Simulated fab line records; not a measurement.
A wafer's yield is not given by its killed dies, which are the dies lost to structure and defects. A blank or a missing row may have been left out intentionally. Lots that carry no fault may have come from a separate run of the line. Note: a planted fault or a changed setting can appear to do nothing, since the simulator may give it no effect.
fab line records	flow n5-finfet	part 1 of 2: steps 1 to 21 of 30
record: lots: 5	wafers: 15	last-day: 18
route steps=1938 shown BEOL_M7@1304 BEOL_M8@1332
lots that met no fault: from a run of the same line without faults
start-h: hours from the record's first day to the start of the lot's first wafer shown	wait-h: hours since the lot's step before	" unchanged from the row above	L1.1+2: a single row standing in for several wafers	- no value, or no start was given	* or withheld: withheld	< > ~ a bound
route shown NAME@n: names a module that has steps shown in the file, with the first one's number in the route	usual: mean and standard deviation over wafers with no fault	same: alike in all rows	chamber/n: place in a boat	sites: readings site by site	_std_site: standard deviation across them	_edge_site: mean of outer sites minus mean of inner sites	radius-mm: how far each site lies from the wafer's centre	mask NAME#n: copy n	behind: the last tool/chamber to shape the wafer	hold: the reason the lot was held/the length of the hold in hours/how it ended	device: the n, p or np transistor that did not switch	end of line: the tests these same wafers got at the end of their route	a step with no rows: only its recipe	killed: at the first sort, the dies lost to defects and structure; wafer yield is something else	map: the dies of a wafer, with x for killed, . for not killed, _ for no die there
set.NAME: setting as actually run; set.NAME@STEP: the setting as run at that earlier step	model.NAME: the simulator's own value behind a step, which no gauge read
lots at some steps of the route; a table a step, a row a wafer
services: from which hour (start-h, from the record's first day; less than 0 if before it) a tool's chamber was out of use, for how many hours, and why
== steps ==
step: N5_BEOL_M7_STRIP_73
recipe: chemistry: N2/H2	temp-c: 40	n2-flow-sccm: 200	h2-flow-sccm: 200	rf-frequency-hz: 6e+07
lot.wafer	tool	chamber	start-h	wait-h
L078.3+4+6	rie-diel-04	2,3,1	234.91	0.0
L083.2+5+6	rie-diel-02	0,0,1	256.44	0.0
L084.2+4+5	rie-diel-02	1,3,0	262.65	0.0
L093.1+2+4	rie-diel-02	0,1,0	338.17	0.0
L096.3+5+6	rie-diel-02	0,0,1	339.88	0.0
step: N5_BEOL_M7_VIA_ETCH_34
recipe: chemistry: C4F6/O2	target: SiCOH_lowk	target-depth-a: 1255	mask-material: SOC	taper-deg: 4	time-s: 50.5	ion-energy-ev: 250	pressure-mtorr: 30	source-w: 345	bias-w: 185	Ar_flow_sccm: 300	C4F6_flow_sccm: 10	O2_flow_sccm: 10
usual: drypump-motor-current-A: 5.5/0.34	oes-product-au: 0.79/0.087	rf-vpp-V: 664/5.3	showerhead-plenum-p-Torr: 2.88/0.098	throttle-valve-pct: 20.84/0.24
lot.wafer	tool	chamber	start-h	wait-h	drypump-motor-current-A	oes-product-au	rf-hours-counter-h	rf-vpp-V	showerhead-plenum-p-Torr	throttle-valve-pct
L078.3	rie-diel-04	2	234.92	0.0	5.5	0.75	179	662	2.95	20.85
L078.4	"	3	"	"	5.2	0.92	16	674	3.02	20.46
L078.6	"	1	"	"	5.2	0.85	-	658	2.77	21.04
L083.2	rie-diel-02	0	256.45	0.0	5.8	0.69	240	661	2.93	21.09
L083.5	"	0	"	"	5.8	0.69	-	663	2.93	21.10
L083.6	"	1	"	"	5.7	0.90	-	670	3.03	20.74
L084.2	rie-diel-02	1	262.66	0.0	5.7	0.89	39	669	3.03	20.75
L084.4	"	3	"	"	5.9	0.68	239	659	2.91	20.98
L084.5	"	0	"	"	5.8	0.68	-	662	2.92	21.07
L093.1	rie-diel-02	0	338.18	0.0	5.8	0.93	9	661	2.92	20.75
L093.2	"	1	"	"	5.7	0.87	65	668	3.01	20.80
L093.4	"	0	"	"	5.8	0.94	-	662	2.92	20.74
L096.3	rie-diel-02	0	339.89	0.0	5.8	0.94	10	662	2.92	20.72
L096.5	"	0	"	"	5.8	0.95	-	661	2.92	20.75
L096.6	"	1	"	"	5.7	0.86	-	669	3.01	20.80
step: N5_BEOL_M7_STRIP_76
recipe: chemistry: C4F6/O2	resist: SiARC	rf-frequency-hz: 6e+07
lot.wafer	tool	chamber	start-h	wait-h
L078.3+4+6	rie-diel-04	2,3,1	234.96	0.0
L083.2+5+6	rie-diel-02	0,0,1	256.49	0.0
L084.2+4+5	rie-diel-02	1,3,0	262.71	0.0
L093.1+2+4	rie-diel-02	0,1,0	338.23	0.0
L096.3+5+6	rie-diel-02	0,0,1	339.93	0.0
step: N5_BEOL_M7_STRIP_36
recipe: chemistry: N2/H2	power-w: 450	temp-c: 40	pressure-mtorr: 20	rf-frequency-hz: 6e+07	overash-fraction: 0.3	bias-power-w: 7	h2-frac: 0.5	n2-flow-sccm: 200	h2-flow-sccm: 200
usual: drypump-motor-current-A: 5.5/0.34	oes-product-au: 0.79/0.087	rf-vpp-V: 59.1/1.4	showerhead-plenum-p-Torr: 2.56/0.094	temp-c: 40.01/0.12	throttle-valve-pct: 23.6/0.32
lot.wafer	tool	chamber	start-h	wait-h	drypump-motor-current-A	oes-product-au	rf-hours-counter-h	rf-vpp-V	showerhead-plenum-p-Torr	temp-c	throttle-valve-pct
L078.3	rie-diel-04	2	234.97	0.0	5.5	0.76	179	59.9	2.64	39.92	23.5
L078.4	"	3	"	"	5.2	0.93	16	58.8	2.71	40.17	23.3
L078.6	"	1	"	"	5.2	0.86	-	58.3	2.46	39.94	23.8
L083.2	rie-diel-02	0	256.50	0.0	5.8	0.68	240	59.9	2.60	40.05	23.9
L083.5	"	0	"	"	5.8	0.69	-	62.5	2.60	40.11	23.9
L083.6	"	1	"	"	5.7	0.89	-	59.1	2.69	40.00	23.3
L084.2	rie-diel-02	1	262.72	0.0	5.7	0.90	39	60.1	2.68	40.07	23.3
L084.4	"	3	"	"	5.9	0.69	239	59.5	2.60	40.09	23.8
L084.5	"	0	"	"	5.8	0.68	-	59.2	2.60	40.19	23.9
L093.1	rie-diel-02	0	338.24	0.0	5.8	0.94	9	58.4	2.59	40.00	23.6
L093.2	"	1	"	"	5.7	0.88	65	57.3	2.67	39.87	23.4
L093.4	"	0	"	"	5.8	0.95	-	60.2	2.59	40.08	23.6
L096.3	rie-diel-02	0	339.94	0.0	5.8	0.93	10	58.7	2.59	40.00	23.6
L096.5	"	0	"	"	5.8	0.93	-	58.2	2.59	40.02	23.6
L096.6	"	1	"	"	5.7	0.85	-	59.1	2.67	40.03	23.4
step: N5_BEOL_M7_TRENCH_ETCH_37
recipe: chemistry: C4F6/O2	target-depth-a: 934.78	target: SiCOH_lowk	time-s: 31.2	ion-energy-ev: 250	pressure-mtorr: 30	source-w: 345	bias-w: 185	Ar_flow_sccm: 300	C4F6_flow_sccm: 10	O2_flow_sccm: 10
usual: drypump-motor-current-A: 5.5/0.34	oes-product-au: 0.79/0.087	rf-vpp-V: 664/5.5	showerhead-plenum-p-Torr: 2.88/0.098	throttle-valve-pct: 20.87/0.23
lot.wafer	tool	chamber	start-h	wait-h	drypump-motor-current-A	oes-product-au	rf-hours-counter-h	rf-vpp-V	showerhead-plenum-p-Torr	throttle-valve-pct
L078.3	rie-diel-04	2	-	-	5.5	0.75	179	661	2.95	20.88
L078.4	"	3	"	"	5.2	0.92	16	676	3.02	20.47
L078.6	"	1	"	"	5.2	0.85	-	658	2.77	21.05
L083.2	rie-diel-02	0	-	-	5.8	0.69	240	660	2.93	21.12
L083.5	"	0	"	"	5.8	0.69	-	661	2.93	21.13
L083.6	"	1	"	"	5.7	0.90	-	668	3.03	20.78
L084.2	rie-diel-02	1	-	-	5.7	0.90	39	669	3.02	20.80
L084.4	"	3	"	"	5.9	0.69	239	660	2.91	21.02
L084.5	"	0	"	"	5.8	0.69	-	662	2.93	21.12
L093.1	rie-diel-02	0	-	-	5.8	0.95	9	660	2.92	20.77
L093.2	"	1	"	"	5.7	0.87	65	668	3.01	20.82
L093.4	"	0	"	"	5.8	0.94	-	663	2.92	20.76
L096.3	rie-diel-02	0	-	-	5.8	0.95	10	662	2.92	20.77
L096.5	"	0	"	"	5.8	0.95	-	662	2.92	20.77
L096.6	"	1	"	"	5.7	0.87	-	668	3.01	20.84
step: N5_BEOL_M7_ETCH_41
recipe: chemistry: CH3F/O2	target: SiCN	target-depth-a: 319	taper-deg: 2	time-s: 57.8	ion-energy-ev: 120	mask-material: TiN	pressure-mtorr: 30	source-w: 395	bias-w: 75	Ar_flow_sccm: 150	CH3F_flow_sccm: 30	O2_flow_sccm: 20
usual: drypump-motor-current-A: 5.5/0.34	oes-product-au: 0.79/0.087	rf-vpp-V: 297.7/1.7	showerhead-plenum-p-Torr: 2.02/0.073	throttle-valve-pct: 16.26/0.25
lot.wafer	tool	chamber	start-h	wait-h	drypump-motor-current-A	oes-product-au	rf-hours-counter-h	rf-vpp-V	showerhead-plenum-p-Torr	throttle-valve-pct
L078.3	rie-diel-04	2	-	-	5.5	0.75	179	298.2	2.07	16.33
L078.4	"	3	"	"	5.2	0.92	16	300.5	2.13	15.85
L078.6	"	1	"	"	5.2	0.84	-	295.9	1.94	16.41
L083.2	rie-diel-02	0	-	-	5.8	0.70	240	299.5	2.06	16.54
L083.5	"	0	"	"	5.8	0.69	-	298.3	2.06	16.55
L083.6	"	1	"	"	5.7	0.91	-	302.2	2.13	16.10
L084.2	rie-diel-02	1	-	-	5.7	0.90	39	298.8	2.13	16.11
L084.4	"	3	"	"	5.9	0.69	239	297.4	2.05	16.48
L084.5	"	0	"	"	5.8	0.68	-	297.7	2.06	16.54
L093.1	rie-diel-02	0	-	-	5.8	0.94	10	300.4	2.05	16.09
L093.2	"	1	"	"	5.7	0.86	65	299.7	2.12	16.17
L093.4	"	0	"	"	5.8	0.94	-	297.5	2.05	16.10
L096.3	rie-diel-02	0	-	-	5.8	0.95	10	297.6	2.05	16.10
L096.5	"	0	"	"	5.8	0.94	-	297.3	2.05	16.10
L096.6	"	1	"	"	5.7	0.87	-	300.3	2.12	16.17
step: N5_BEOL_M7_STRIP_80
recipe: chemistry: N2/H2	time-s: 10	power-w: 450	temp-c: 40	pressure-mtorr: 20	rf-frequency-hz: 6e+07	bias-power-w: 7	n2-flow-sccm: 200	h2-flow-sccm: 200
usual: drypump-motor-current-A: 5.5/0.34	oes-product-au: 0.79/0.086	rf-vpp-V: 59.2/0.98	showerhead-plenum-p-Torr: 2.56/0.094	temp-c: 40.01/0.1	throttle-valve-pct: 23.6/0.32
lot.wafer	tool	chamber	start-h	wait-h	drypump-motor-current-A	oes-product-au	rf-hours-counter-h	rf-vpp-V	showerhead-plenum-p-Torr	temp-c	throttle-valve-pct
L078.3	rie-diel-04	2	-	-	5.5	0.75	180	58.1	2.64	39.98	23.5
L078.4	"	3	"	"	5.2	0.91	16	58.4	2.71	40.11	23.3
L078.6	"	1	"	"	5.2	0.85	-	58.0	2.46	39.92	23.8
L083.2	rie-diel-02	0	-	-	5.8	0.68	240	58.8	2.60	39.95	23.9
L083.5	"	0	"	"	5.8	0.69	-	59.9	2.60	40.03	23.9
L083.6	"	1	"	"	5.7	0.91	-	60.0	2.68	39.96	23.3
L084.2	rie-diel-02	1	-	-	5.7	0.90	39	60.7	2.68	40.14	23.3
L084.4	"	3	"	"	5.9	0.69	239	58.6	2.60	39.99	23.8
L084.5	"	0	"	"	5.8	0.69	-	61.5	2.60	40.21	23.9
L093.1	rie-diel-02	0	-	-	5.8	0.93	10	60.8	2.59	40.11	23.6
L093.2	"	1	"	"	5.7	0.87	66	59.1	2.67	40.11	23.4
L093.4	"	0	"	"	5.8	0.94	-	59.5	2.59	40.16	23.6
L096.3	rie-diel-02	0	-	-	5.8	0.93	10	59.7	2.59	40.05	23.6
L096.5	"	0	"	"	5.8	0.94	-	59.5	2.59	39.98	23.6
L096.6	"	1	"	"	5.7	0.87	-	60.2	2.67	39.91	23.4
step: N5_BEOL_M7_OCD_MEAS_38
usual: trench-depth-nm: 93.5/1.8
lot.wafer	tool	chamber	start-h	wait-h	trench-depth-nm
L078.3	ocd-02	-	235.17	-	92.5
L078.4	"	-	"	"	94.9
L078.6	"	-	"	"	95.4
L083.2	ocd-02	-	256.70	-	91.6
L083.5	"	-	"	"	91.7
L083.6	"	-	"	"	93.6
L084.2	ocd-01	-	262.92	-	94.2
L084.4	"	-	"	"	91.5
L084.5	"	-	"	"	92.0
L093.1	ocd-01	-	338.43	-	96.6
L093.2	"	-	"	"	94.7
L093.4	"	-	"	"	95.8
L096.3	ocd-01	-	340.14	-	96.8
L096.5	"	-	"	"	97.1
L096.6	"	-	"	"	96.6
step: N5_BEOL_M7_HM_STRIP_39
recipe: chemistry: peroxide-tin-strip	material: TiN	target-depth-a: 250	temp-c: 50	time-s: 158
usual: temp-c: 50.03/0.11
lot.wafer	tool	chamber	start-h	wait-h	temp-c
L078.3	wet-bench-03	7	235.20	0.0	50.13
L078.4	"	1	"	"	49.95
L078.6	"	3	"	"	50.11
L083.2	wet-bench-06	4	256.73	0.0	50.05
L083.5	"	3	"	"	49.96
L083.6	"	5	"	"	49.97
L084.2	wet-bench-01	7	262.95	0.0	50.03
L084.4	"	2	"	"	49.99
L084.5	"	0	"	"	50.06
L093.1	wet-bench-06	3	338.47	0.0	49.94
L093.2	"	2	"	"	50.07
L093.4	"	0	"	"	49.98
L096.3	wet-bench-06	5	340.17	0.0	49.99
L096.5	"	4	"	"	50.22
L096.6	"	6	"	"	49.90
step: N5_BEOL_M7_SRD_40
recipe: time-s: 30	temp-c: 23	rinse-liquid: diw	dry: ipa-marangoni
usual: temp-c: 23.00/0.11
lot.wafer	tool	chamber	start-h	wait-h	temp-c
L078.3	wet-bench-03	7	235.30	0.0	23.03
L078.4	"	1	"	"	22.99
L078.6	"	3	"	"	23.13
L083.2	wet-bench-06	4	256.78	0.0	23.05
L083.5	"	3	"	"	22.99
L083.6	"	5	"	"	23.00
L084.2	wet-bench-01	7	262.99	0.0	23.18
L084.4	"	2	"	"	23.23
L084.5	"	0	"	"	22.91
L093.1	wet-bench-06	3	338.52	0.0	22.77
L093.2	"	2	"	"	23.08
L093.4	"	0	"	"	23.04
L096.3	wet-bench-06	5	340.22	0.0	23.00
L096.5	"	4	"	"	22.93
L096.6	"	6	"	"	23.02
step: N5_BEOL_M7_PRECLEAN_42
recipe: chemistry: residue-remover	time-s: 60	temp-c: 40
usual: temp-c: 40.00/0.099
lot.wafer	tool	chamber	start-h	wait-h	temp-c
L078.3	wet-bench-03	7	235.33	0.0	40.03
L078.4	"	1	"	"	40.11
L078.6	"	3	"	"	39.94
L083.2	wet-bench-06	4	256.79	0.0	40.05
L083.5	"	3	"	"	39.99
L083.6	"	5	"	"	39.86
L084.2	wet-bench-01	7	263.01	0.0	39.86
L084.4	"	2	"	"	39.95
L084.5	"	0	"	"	39.86
L093.1	wet-bench-06	3	338.54	0.0	39.98
L093.2	"	2	"	"	40.10
L093.4	"	0	"	"	40.03
L096.3	wet-bench-06	5	340.24	0.0	39.93
L096.5	"	4	"	"	40.21
L096.6	"	6	"	"	39.80
step: N5_BEOL_M7_SRD_43
recipe: time-s: 30	temp-c: 23	rinse-liquid: diw	dry: ipa-marangoni
usual: temp-c: 23.00/0.097
lot.wafer	tool	chamber	start-h	wait-h	temp-c
L078.3	wet-bench-03	7	235.36	0.0	23.03
L078.4	"	1	"	"	23.07
L078.6	"	3	"	"	23.11
L083.2	wet-bench-06	4	256.81	0.0	22.94
L083.5	"	3	"	"	23.04
L083.6	"	5	"	"	23.02
L084.2	wet-bench-01	7	263.03	0.0	22.85
L084.4	"	2	"	"	23.05
L084.5	"	0	"	"	23.04
L093.1	wet-bench-06	3	338.55	0.0	23.13
L093.2	"	2	"	"	22.94
L093.4	"	0	"	"	22.95
L096.3	wet-bench-06	5	340.25	0.0	22.88
L096.5	"	4	"	"	22.95
L096.6	"	6	"	"	23.06
step: N5_BEOL_M7_CD_MEAS_35
recipe: target-cd-nm: 40	polarity: opening
usual: cd-nm: 40.1/0.49
lot.wafer	tool	chamber	start-h	wait-h	cd-nm
L078.3	cd-sem-01	-	235.42	0.0	39.8
L078.4	"	-	"	"	39.5
L078.6	"	-	"	"	39.7
L083.2	cd-sem-01	-	256.85	0.0	40.2
L083.5	"	-	"	"	39.9
L083.6	"	-	"	"	40.3
L084.2	cd-sem-02	-	263.07	0.0	40.2
L084.4	"	-	"	"	40.2
L084.5	"	-	"	"	40.5
L093.1	cd-sem-03	-	338.59	0.0	40.4
L093.2	"	-	"	"	40.8
L093.4	"	-	"	"	40.4
L096.3	cd-sem-01	-	340.30	0.0	40.1
L096.5	"	-	"	"	40.1
L096.6	"	-	"	"	40.8
step: N5_BEOL_M7_CURE_75
recipe: temp-c: 370	time-s: 120	ambient: DMADMS/He	material: SiCOH_lowk
usual: lamp-power-pct: 52.31/0.053	wafer_temp_C_max: 371.9/0.83
lot.wafer	tool	chamber	start-h	wait-h	lamp-power-pct	wafer_temp_C_max
L078.3	uv-cure-01	1	235.56	0.1	52.30	371.3
L078.4	"	1	"	"	52.27	370.8
L078.6	"	1	"	"	52.37	371.4
L083.2	uv-cure-01	2	256.94	0.1	52.39	371.2
L083.5	"	2	"	"	52.25	372.3
L083.6	"	2	"	"	52.30	371.4
L084.2	uv-cure-03	1	263.16	0.1	52.37	372.5
L084.4	"	1	"	"	52.40	372.7
L084.5	"	1	"	"	52.37	373.4
L093.1	uv-cure-01	1	338.64	0.0	52.29	371.3
L093.2	"	1	"	"	52.30	371.4
L093.4	"	1	"	"	52.26	371.1
L096.3	uv-cure-03	2	340.44	0.1	52.30	370.8
L096.5	"	2	"	"	52.39	370.8
L096.6	"	2	"	"	52.22	370.9
step: N5_BEOL_M7_DEGAS_44
recipe: ambient: vacuum	temp-c: 250	time-s: 60
usual: heater-power-w: 339/26
lot.wafer	tool	chamber	start-h	wait-h	heater-power-w
L078.3	pvd-sputter-01	-	235.87	0.3	329
L078.4	"	-	"	"	358
L078.6	"	-	"	"	362
L083.2	pvd-sputter-02	-	257.27	0.3	366
L083.5	"	-	"	"	309
L083.6	"	-	"	"	363
L084.2	pvd-sputter-02	-	263.97	0.8	360
L084.4	"	-	"	"	312
L084.5	"	-	"	"	302
L093.1	pvd-sputter-02	-	339.35	0.7	320
L093.2	"	-	"	"	310
L093.4	"	-	"	"	356
L096.3	pvd-sputter-03	-	341.73	1.2	336
L096.5	"	-	"	"	354
L096.6	"	-	"	"	335
step: N5_BEOL_M7_PRE_CLEAN_45
recipe: gas: H2/He	time-s: 30	temp-c: 250
usual: heater-power-w: 339/27
lot.wafer	tool	chamber	start-h	wait-h	heater-power-w
L078.3	pvd-sputter-01	-	235.91	0.0	319
L078.4	"	-	"	"	369
L078.6	"	-	"	"	373
L083.2	pvd-sputter-02	-	257.31	0.0	355
L083.5	"	-	"	"	305
L083.6	"	-	"	"	364
L084.2	pvd-sputter-02	-	264.01	0.0	363
L084.4	"	-	"	"	310
L084.5	"	-	"	"	314
L093.1	pvd-sputter-02	-	339.39	0.0	310
L093.2	"	-	"	"	313
L093.4	"	-	"	"	362
L096.3	pvd-sputter-03	-	341.77	0.0	339
L096.5	"	-	"	"	348
L096.6	"	-	"	"	337
step: N5_BEOL_M7_ALD_77
recipe: material: TaN	target-thk-a: 20	temp-c: 275	ald-precursor-family: PDMAT	ald-co-reactant: NH3	pressure-torr: 3	carrier-flow-sccm: 1500	pulse-time-s: 2	purge-time-s: 3	co-reactant-purge-time-s: 2	co-reactant-pulse-time-s: 3	ald-cycles: 40	precursor-vessel-temp-c: 75	precursor-vessel-pressure-torr: 26.25	precursor-vessel-carrier-sccm: 1000
usual: heater-power-w: 429/45	mfc-carrier-sccm: 1500/3.9	precursor-vessel-carrier-sccm: 999.8/2.8	precursor-vessel-pressure-torr: 26.26/0.054
same: ald-cycles: 40	purge-time-s: 3
lot.wafer	tool	chamber	start-h	wait-h	heater-power-w	mfc-carrier-sccm	precursor-vessel-carrier-sccm	precursor-vessel-pressure-torr
L078.3	ald-metal-04	2	235.97	0.0	397	1501	995.3	26.29
L078.4	"	1	"	"	405	1505	999.0	26.21
L078.6	"	1	"	"	408	1501	999.3	26.23
L083.2	ald-metal-01	1	257.39	0.1	438	1499	998.5	26.26
L083.5	"	3	"	"	454	1497	1001.3	26.24
L083.6	"	2	"	"	520	1495	1005.6	26.30
L084.2	ald-metal-04	1	264.07	0.0	410	1500	1001.0	26.21
L084.4	"	2	"	"	386	1497	998.0	26.31
L084.5	"	3	"	"	446	1498	1000.4	26.26
L093.1	ald-metal-01	0	339.45	0.0	430	1497	1003.0	26.18
L093.2	"	2	"	"	524	1495	1001.5	26.28
L093.4	"	3	"	"	450	1504	998.2	26.18
L096.3	ald-metal-01	1	341.86	0.1	435	1499	1000.6	26.29
L096.5	"	2	"	"	518	1499	1004.2	26.16
L096.6	"	3	"	"	462	1500	1002.1	26.28
step: N5_BEOL_M7_SURFACE_TREAT_79
recipe: gas: Ar	time-s: *	ion-energy-ev: *	ion-current-ma-cm2: 0.5	pressure-mtorr: *	ar-flow-sccm: 30
usual: throttle-valve-pct: *
lot.wafer	tool	chamber	start-h	wait-h	throttle-valve-pct
L078.3	pvd-sputter-03	-	236.31	0.2	*
L078.4	"	-	"	"	*
L078.6	"	-	"	"	*
L083.2	pvd-sputter-02	-	257.95	0.4	*
L083.5	"	-	"	"	*
L083.6	"	-	"	"	*
L084.2	pvd-sputter-02	-	264.37	0.2	*
L084.4	"	-	"	"	*
L084.5	"	-	"	"	*
L093.1	pvd-sputter-01	-	339.77	0.2	*
L093.2	"	-	"	"	*
L093.4	"	-	"	"	*
L096.3	pvd-sputter-03	-	342.25	0.3	*
L096.5	"	-	"	"	*
L096.6	"	-	"	"	*
step: N5_BEOL_M7_CVD_78
recipe: material: Co	target-thk-a: 20	temp-c: withheld	precursor: CCTBA/H2	pressure-torr: 30	time-s: 142.3
lot.wafer	tool	chamber	start-h	wait-h
L078.3+4+6	cvd-co-01	0,0,2	236.49	0.2
L083.2+5+6	cvd-co-01	1,0,1	258.01	0.0
L084.2+4+5	cvd-co-01	0,1,0	264.43	0.0
L093.1+2+4	cvd-co-01	1,0,2	339.85	0.1
L096.3+5+6	cvd-co-01	2,2,1	342.31	0.0
step: N5_BEOL_M7_SPUTTER_48
recipe: material: Cu	target-thk-a: 100	temp-c: -20	bias-v: 60	power-w: 26000	chamber-pressure-pa: 0.13	time-s: 1.667
usual: throttle-valve-pct: 30.0/1.4
lot.wafer	tool	chamber	start-h	wait-h	throttle-valve-pct
L078.3	pvd-sputter-01	-	236.69	0.2	31.4
L078.4	"	-	"	"	27.4
L078.6	"	-	"	"	28.2
L083.2	pvd-sputter-02	-	258.19	0.1	30.1
L083.5	"	-	"	"	30.0
L083.6	"	-	"	"	30.4
L084.2	pvd-sputter-02	-	264.57	0.1	30.5
L084.4	"	-	"	"	31.9
L084.5	"	-	"	"	29.9
L093.1	pvd-sputter-01	-	339.97	0.1	27.7
L093.2	"	-	"	"	28.3
L093.4	"	-	"	"	29.5
L096.3	pvd-sputter-01	-	342.43	0.1	29.4
L096.5	"	-	"	"	31.1
L096.6	"	-	"	"	27.5
step: N5_BEOL_M7_ECD_50
recipe: material: Cu	target-thk-a: 3000
lot.wafer	tool	chamber	start-h	wait-h
L078.3+4+6	ecd-cu-02	1,0,1	236.83	0.1
L083.2+5+6	ecd-cu-01	1,0,1	258.30	0.1
L084.2+4+5	ecd-cu-01	1,0,1	264.69	0.1
L093.1+2+4	ecd-cu-02	0,1,1	340.09	0.1
L096.3+5+6	ecd-cu-02	0,1,0	342.57	0.1
